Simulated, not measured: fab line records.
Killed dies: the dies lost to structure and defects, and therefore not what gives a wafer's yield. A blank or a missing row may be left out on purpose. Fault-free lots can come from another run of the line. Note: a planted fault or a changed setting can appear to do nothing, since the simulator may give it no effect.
A struck lot beside a sound one | flow nand harc | 14 out of 1302 route steps
Sound: wafers L177.1, L177.2, L177.6. Struck: wafers L192.1, L192.2, L192.6. The cause is named last.
Per side, at each step with rows, come the tool, then ch with its chambers, and then its first start. Under that, the readings that differ: sound wafers | struck wafers | difference of the means | sigmas: that difference in standard deviations of wafers without a fault.
alike: readings whose means differ by less than 2 such deviations, and words and numbers that are the same on both sides. not compared: withheld readings, readings that some wafer has no value for, bounds like >300 that may hide the same value, and numbers for which the record gives no deviation and whose values overlap.
The two part at a step that has a row with sigmas, a row that says differs or no value, or rows on one side only. Numbers that don't overlap but have no deviation are shown without sigmas and don't part them. A reading that every wafer of one side lacks parts them only if that side has two wafers or more.

NHARC_A_CONTACT_ETCH_113: etches the open film in C4F8/O2/Ar, time 190 s, target depth 1850 nm.
  sound on har cap etch-03 ch 0,1, day 21 10:44; struck on har cap etch-01 ch 0,1, day 28 20:45
  alike: chamber pressure mTorr, oes air line au
  not compared: rf hours counter h
then, 2 steps without rows for these wafers: NHARC_A_CONTACT_ETCH_114 (etches the open film in C4F8/O2/Ar, time 190 s, target depth 1850 nm); NHARC_A_CONTACT_ETCH_115 (etches the open film in C4F8/O2/Ar, time 190 s, target depth 1850 nm).
NHARC_A_CONTACT_ETCH_116: etches the open film in C4F8/O2/Ar, time 190 s, target depth 1850 nm.
  sound on har cap etch-03 ch 0,1, day 21 11:15; struck on har cap etch-01 ch 0,1, day 28 21:16
  alike: chamber pressure mTorr, oes air line au
  not compared: rf hours counter h
then, 1 step without rows for these wafers: NHARC_A_CONTACT_ETCH_117 (etches the open film in C4F8/O2/Ar, time 190 s, target depth 1850 nm).
NHARC_A_CONTACT_ETCH_118: etches the open film in C4F8/O2/Ar, time 190 s, target depth 1850 nm.
  sound on har cap etch-03 ch 0,1, day 21 11:35; struck on har cap etch-01 ch 0,1, day 28 21:37
  alike: chamber pressure mTorr, oes air line au
  not compared: rf hours counter h
NHARC_A_CONTACT_ETCH_119: etches the open film in C4F8/O2/Ar, time 190 s, target depth 1850 nm.
  sound on har cap etch-03 ch 0,1, day 21 11:46; struck on har cap etch-01 ch 0,1, day 28 21:46
  alike: chamber pressure mTorr, oes air line au
  not compared: rf hours counter h
then, 2 steps without rows for these wafers: NHARC_A_CONTACT_ETCH_120 (etches the open film in C4F8/O2/Ar, time 190 s, target depth 1850 nm); NHARC_A_CONTACT_ETCH_121 (etches the open film in C4F8/O2/Ar, time 190 s, target depth 1850 nm).
NHARC_A_CONTACT_ETCH_122: etches the open film in C4F8/O2/Ar, time 190 s, target depth 1850 nm.
  sound on har cap etch-03 ch 0,1, day 21 12:16; struck on har cap etch-01 ch 0,1, day 28 22:17
  alike: chamber pressure mTorr, oes air line au
  not compared: rf hours counter h
then, 2 steps without rows for these wafers: NHARC_A_CONTACT_ETCH_123 (etches the open film in C4F8/O2/Ar, time 490 s, target depth 2110 nm); NHARC_A_CONTACT_ETCH_90 (etches the open film in CH3F/O2, target depth 40 nm, time 85.7 s).
NHARC_A_CONTACT_ETCH_96: etches the open film in C4F6/O2, target depth 20 nm, time 10 s.
  sound on rie diel-05 ch 0,3, day 21 13:34; struck on rie diel-05 ch 2,3, day 28 23:36
  no value came back on the struck wafers for any of 7 readings (bias w (W), c4f6 flow sccm (sccm) and others); on the sound wafers bias w (W) reads 498.7 501.5 501.2
  not compared: rf hours counter h
NHARC_A_CONTACT_CD_MEAS_53:
  struck on cd sem-03, day 28 23:41; sound on cd sem-03, day 21 13:38
  reading    | sound             | struck            | difference | sigmas
  cd nm (nm) | 290.8 289.8 289.7 | 287.9 286.9 287.6 | -2.6       | -4

WHERE THEY PART
First at NHARC_A_CONTACT_ETCH_96; last, within this record, at NHARC_A_CONTACT_CD_MEAS_53.

WHY: the cause the simulator had injected
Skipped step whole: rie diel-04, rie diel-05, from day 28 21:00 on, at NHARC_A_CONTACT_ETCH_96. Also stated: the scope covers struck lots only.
